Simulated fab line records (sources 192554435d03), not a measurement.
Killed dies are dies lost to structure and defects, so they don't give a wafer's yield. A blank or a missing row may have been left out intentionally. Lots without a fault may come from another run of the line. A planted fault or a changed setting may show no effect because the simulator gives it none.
Which of the tools did it? | flow n5 finfet | 9 lots, 27 wafers sampled, at 7 steps of a route of 1938

## WHAT THE GAUGES SHOWED, per wafer
N5_BEOL_M3_THK_MEAS_53: measures by xrf. Usual: M3_THK typically reads 40.7 nm, with standard deviation 1.6.
lot  | measured     | on            | M3_THK (nm)       | flag
L932 | day 7 06:18  | film metro-01 | 42.2 39.7 42.3    |
L933 | day 7 21:05  | film metro-02 | 40.3 40.7 41.7    |
L937 | day 9 16:51  | film metro-02 | 39.9 41.2 40.5    |
L943 | day 10 13:51 | film metro-01 | 143.2 164.7 166.1 | OFF
L945 | day 11 05:10 | film metro-02 | 37.9 41.1 42.3    |
L946 | day 11 07:46 | film metro-01 | 41.2 40.0 39.4    |
L948 | day 11 15:11 | film metro-02 | 150.1 172.8 148.1 | OFF
L953 | day 12 23:51 | film metro-01 | 41.3 42.9 40.4    |
L955 | day 14 21:31 | film metro-01 | 37.1 40.7 39.6    |

N5_BEOL_M3_INSPECT_59: inspects for defects (darkfield). Usual: raw defect count 74, standard deviation 27.
lot  | measured     | on                | raw defect count | flag
L932 | day 7 06:35  | defect inspect-02 | 95 42 95         |
L933 | day 7 21:25  | defect inspect-02 | 88 66 63         |
L937 | day 9 17:08  | defect inspect-01 | 63 57 67         |
L943 | day 10 14:14 | defect inspect-01 | 5126 5088 5051   | OFF
L945 | day 11 05:34 | defect inspect-01 | 33 29 28         |
L946 | day 11 08:02 | defect inspect-01 | 99 133 91        |
L948 | day 11 15:29 | defect inspect-01 | 4915 5027 5011   | OFF
L953 | day 13 00:10 | defect inspect-01 | 66 69 112        |
L955 | day 14 21:48 | defect inspect-01 | 34 49 102        |

N5_BEOL_M4_RC_MEAS_101. Usual: DIBL_N 36.5 mV/V, standard deviation 1.9; DIBL_P 36.7 mV/V, standard deviation 2.1; IOFF_N 0.17 nA/um, standard deviation 0.035; IOFF_P 0.22 nA/um, standard deviation 0.042; ION_N 676 uA/um, standard deviation 10; ION_P 462 uA/um, standard deviation 8.1; SS_N 71.5 mV/dec, standard deviation 0.72; SS_P 73.4 mV/dec, standard deviation 0.7; VT_N 249 mV, standard deviation 3.1; VT_P -250 mV, standard deviation 3.9.
lot  | measured     | on        | DIBL_N (mV/V)  | DIBL_P (mV/V)  | IOFF_N (nA/um) | IOFF_P (nA/um) | ION_N (uA/um) | ION_P (uA/um) | SS_N (mV/dec)  | SS_P (mV/dec)  | VT_N (mV)   | VT_P (mV)      | flag
L932 | day 7 19:36  | prober-01 | 34.5 34.9 33.1 | 32.9 34.7 31.6 | 0.12 0.14 0.10 | 0.18 0.21 0.16 | 675 687 660   | 460 476 457   | 70.9 71.1 70.9 | 72.8 73.2 72.6 | 253 248 257 | -251 -250 -252 |
L933 | day 8 12:59  | prober-02 | 38.3 38.4 36.6 | 40.1 40.2 36.9 | 0.21 0.22 0.18 | 0.31 0.31 0.25 | 678 695 681   | 466 481 471   | 72.6 71.9 72.8 | 74.4 74.1 73.3 | 250 245 249 | -246 -244 -246 |
L937 | day 10 03:57 | prober-02 | 37.9 39.7 38.8 | 37.8 40.0 38.7 | 0.16 0.20 0.17 | 0.27 0.30 0.26 | 674 681 670   | 467 472 460   | 72.4 72.3 71.8 | 73.1 74.3 73.7 | 247 249 249 | -245 -244 -246 |
L945 | day 11 15:23 | prober-01 | 37.7 36.5 37.2 | 38.6 38.0 38.5 | 0.19 0.17 0.18 | 0.21 0.19 0.20 | 680 675 683   | 453 456 458   | 72.7 71.8 72.0 | 73.8 73.5 73.6 | 245 249 250 | -252 -254 -252 |
L946 | day 11 17:02 | prober-02 | 37.9 36.5 36.5 | 37.9 35.3 36.1 | 0.18 0.16 0.15 | 0.20 0.17 0.18 | 678 671 669   | 456 451 456   | 70.9 71.8 71.2 | 73.9 73.2 73.0 | 248 251 251 | -254 -254 -254 |
L953 | day 14 04:26 | prober-02 | 35.2 36.2 34.5 | 34.6 36.1 34.0 | 0.12 0.15 0.12 | 0.16 0.17 0.15 | 662 679 659   | 454 458 451   | 71.2 71.1 71.2 | 72.1 73.1 72.1 | 253 247 253 | -255 -254 -256 |
L955 | day 15 12:26 | prober-01 | 35.8 37.7 35.5 | 36.4 38.7 36.3 | 0.18 0.19 0.16 | 0.24 0.26 0.23 | 683 674 682   | 470 460 472   | 71.4 72.8 71.3 | 73.4 73.5 73.2 | 247 246 249 | -247 -248 -247 |

## EACH LOT AND THE TOOL THAT RAN IT (in order: tool; ch and the chambers of the sampled wafers; start)
lot  | N5_BEOL_M3_SPUTTER_81        | N5_BEOL_M3_SPUTTER_94        | N5_BEOL_M3_ANNEAL_95         | N5_BEOL_M3_CMP_52
L932 | pvd sputter-03, day 7 04:11  | pvd sputter-03, day 7 05:17  | pvd sputter-03, day 7 05:22  | cmp-01 ch 0,1, day 7 06:00
L933 | pvd sputter-03, day 7 18:58  | pvd sputter-03, day 7 20:04  | pvd sputter-03, day 7 20:09  | cmp-03 ch 0,2,3, day 7 20:47
L937 | pvd sputter-03, day 9 14:44  | pvd sputter-03, day 9 15:50  | pvd sputter-03, day 9 15:55  | cmp-01 ch 1,2,3, day 9 16:33
L943 | pvd sputter-01, day 10 11:44 | pvd sputter-01, day 10 12:50 | pvd sputter-01, day 10 12:55 | cmp-01 ch 0,1,2, day 10 13:38
L945 | pvd sputter-01, day 11 03:02 | pvd sputter-01, day 11 04:08 | pvd sputter-01, day 11 04:13 | cmp-04 ch 0,1,3, day 11 04:52
L946 | pvd sputter-02, day 11 05:39 | pvd sputter-02, day 11 06:45 | pvd sputter-02, day 11 06:50 | cmp-04 ch 0,1,3, day 11 07:28
L948 | pvd sputter-02, day 11 12:57 | pvd sputter-02, day 11 14:03 | pvd sputter-02, day 11 14:08 | cmp-01 ch 2,3, day 11 14:56
L953 | pvd sputter-01, day 12 21:29 | pvd sputter-01, day 12 22:35 | pvd sputter-01, day 12 22:40 | cmp-04 ch 0,1,3, day 12 23:38
L955 | pvd sputter-02, day 14 19:24 | pvd sputter-02, day 14 20:30 | pvd sputter-02, day 14 20:35 | cmp-03 ch 0,1, day 14 21:13
- N5_BEOL_M3_SPUTTER_81: material Cu, target thk 4.5 nm, time 8.29 s.
- N5_BEOL_M3_SPUTTER_94: material Cu, target thk 4.5 nm, time 8.29 s.
- N5_BEOL_M3_ANNEAL_95: time 240 s.
- N5_BEOL_M3_CMP_52: polishes, stops on SiOC, t overpolish 6.8 s, target thk 40 nm.

## AS READ BY THE TOOLS THEMSELVES (means over the sampled wafers that have a number; for cases with no such wafer, the mark the record gives instead)
N5_BEOL_M3_SPUTTER_81. Usual: throttle valve pct 29.9 %, standard deviation 1.1.
lot  | tool           | throttle valve pct (%) | flag
L932 | pvd sputter-03 | 30.5                   |
L933 | pvd sputter-03 | 30.0                   |
L937 | pvd sputter-03 | 29.4                   |
L943 | pvd sputter-01 | 29.1                   |
L945 | pvd sputter-01 | 29.2                   |
L946 | pvd sputter-02 | 30.3                   |
L948 | pvd sputter-02 | 30.2                   |
L953 | pvd sputter-01 | 30.1                   |
L955 | pvd sputter-02 | 30.8                   |

N5_BEOL_M3_SPUTTER_94. Usual: throttle valve pct 29.8 %, standard deviation 1.1.
lot  | tool           | throttle valve pct (%) | flag
L932 | pvd sputter-03 | 30.2                   |
L933 | pvd sputter-03 | 29.8                   |
L937 | pvd sputter-03 | 29.5                   |
L943 | pvd sputter-01 | 29.0                   |
L945 | pvd sputter-01 | 28.9                   |
L946 | pvd sputter-02 | 30.1                   |
L948 | pvd sputter-02 | 30.2                   |
L953 | pvd sputter-01 | 30.2                   |
L955 | pvd sputter-02 | 30.9                   |

N5_BEOL_M3_ANNEAL_95. Usual: heater power w 818 W, standard deviation 85.
lot  | tool           | heater power w (W) | flag
L932 | pvd sputter-03 | 780                |
L933 | pvd sputter-03 | 761                |
L937 | pvd sputter-03 | 779                |
L943 | pvd sputter-01 | 912                |
L945 | pvd sputter-01 | 887                |
L946 | pvd sputter-02 | 771                |
L948 | pvd sputter-02 | 756                |
L953 | pvd sputter-01 | 897                |
L955 | pvd sputter-02 | 783                |

N5_BEOL_M3_CMP_52. Usual: barrier field endpoint s 24.7 s, standard deviation 0.58; motor current A 6.1 A, standard deviation 0.63; overpolish run s 6.799 s, standard deviation 0.0095; time to endpoint s 63 s, standard deviation 3.5.
lot  | tool   | barrier field endpoint s (s) | motor current A (A) | overpolish run s (s) | time to endpoint s (s) | flag
L932 | cmp-01 | 24.9                         | 6.2                 | 6.794                | 66                     |
L933 | cmp-03 | 25.1                         | 5.8                 | 6.803                | 66                     |
L937 | cmp-01 | 25.0                         | 5.7                 | 6.796                | 64                     |
L943 | cmp-01 | 41.2                         | 6.1                 | 0.039                | 80                     | OFF
L945 | cmp-04 | 24.5                         | 6.5                 | 6.795                | 62                     |
L946 | cmp-04 | 24.9                         | 6.7                 | 6.809                | 62                     |
L948 | cmp-01 | 41.2                         | 5.6                 | 0.036                | 81                     | OFF
L953 | cmp-04 | 25.1                         | 6.4                 | 6.803                | 66                     |
L955 | cmp-03 | 24.6                         | 6.1                 | 6.802                | 63                     |

## THE ANSWER, worked out from the rows above alone
Rule: a lot is off if the mean of its wafers that have a number lies more than 3 standard deviations from the usual mean. Also off: a lot with no number at a reading for which 4 or more lots have one. The other lots that the step has rows for count as sound. After the gauges, taken in route order, come the tools' own readings; for these a lot's mean is taken, as printed above. The first step at which some lot is off is used, and at that step the reading that is off furthest; a lot without a number counts as furthest.
Off: at N5_BEOL_M3_THK_MEAS_53 (M3_THK), L943, L948.
A tool fits if, at a process step before that reading, it ran every lot that is off, and no sound lot after the first of them. Not tried: the gauges at N5_BEOL_M3_THK_MEAS_53; whatever is off there is also off at N5_BEOL_M3_INSPECT_59, on other tools, and gauge error can't account for it. One fits: cmp-01 at N5_BEOL_M3_CMP_52. A fault onset in the window from L937 (day 9 16:33, its last sound lot) to L943 (day 10 13:38, its first lot off) fits.
The tool's own readings at N5_BEOL_M3_CMP_52 bear it out: on the lots that are off they differ by more than 5 times the standard deviation of the sound lots' means. barrier field endpoint s reads 41.2 s there against 24.9 s on the sound lots; overpolish run s reads 0.037 s there against 6.800 s on the sound lots; time to endpoint s reads 80 s there against 64 s on the sound lots.

## WHAT THE SIMULATOR HAD PUT IN
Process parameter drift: cmp-01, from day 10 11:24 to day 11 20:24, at N5_BEOL_M3_CMP_52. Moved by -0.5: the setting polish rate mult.
Shown lots that were struck: L943, L948. This agrees with what the rule above found.
